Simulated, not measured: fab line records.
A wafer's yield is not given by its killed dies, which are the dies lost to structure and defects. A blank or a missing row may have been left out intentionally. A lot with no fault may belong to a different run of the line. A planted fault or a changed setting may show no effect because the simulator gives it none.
Matching of chambers	flow n5_finfet	4 sister chambers for N5_BEOL_M7_ETCH_62 on rie_diel-01
The step etches SOC in N2/H2, target depth 110 nm, overetch 22 nm, time 165 s. 8 wafers are shown with their chamber, then 9 later ones without.

== EACH WAFER AND ITS CHAMBER ==
wafer	chamber	drypump_motor_current_A (A)	throttle_valve_pct (%)
L077.2	2	5.68	18.18
L076.1	1	6.13	17.95
L084.4	2	5.67	18.19
L084.6	1	6.15	17.98
L085.6	0	5.68	17.40
L089.1	0	5.68	17.44
L089.3	3	5.85	17.26
L089.5	3	5.85	17.27

== WAFERS WITH NO CHAMBER GIVEN ==
wafer	drypump_motor_current_A (A)	throttle_valve_pct (%)
L094.1	5.66	17.45
L094.2	5.85	17.28
L094.3	5.67	17.81
L094.4	6.15	18.02
L094.5	5.67	17.42
L094.6	6.10	18.01
L095.1	5.67	17.82
L095.5	5.71	17.45
L095.6	5.86	17.29

== WHICH CHAMBER EACH ONE RAN IN ==
wafer	from the rows above	in truth
L094.1	0	0
L094.2	3	3
L094.3	can't be placed: 2 or 0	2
L094.4	1	1
L094.5	0	0
L094.6	1	1
L095.1	can't be placed: 2 or 0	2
L095.5	0	0
L095.6	3	3
Correctly placed: 7 of 9. Cannot be placed on the basis of these rows: 2; the candidates contain the true chamber in 2. 0 placed wrongly.
How it was worked out, from the rows above alone: a wafer's distance from a chamber is the root of the sum, over the readings, of the square of ((its reading less the chamber's mean) divided by the reading's scatter). The wafer belongs to the nearest chamber; if the next one is less than 2 further off, it can't be placed. For every chamber, the mean is computed from those of its wafers that are shown. How the scatter is found: for the shown wafers, subtract from each reading the mean of its chamber, square and add these, divide the total by (wafers less chambers), then take the root.
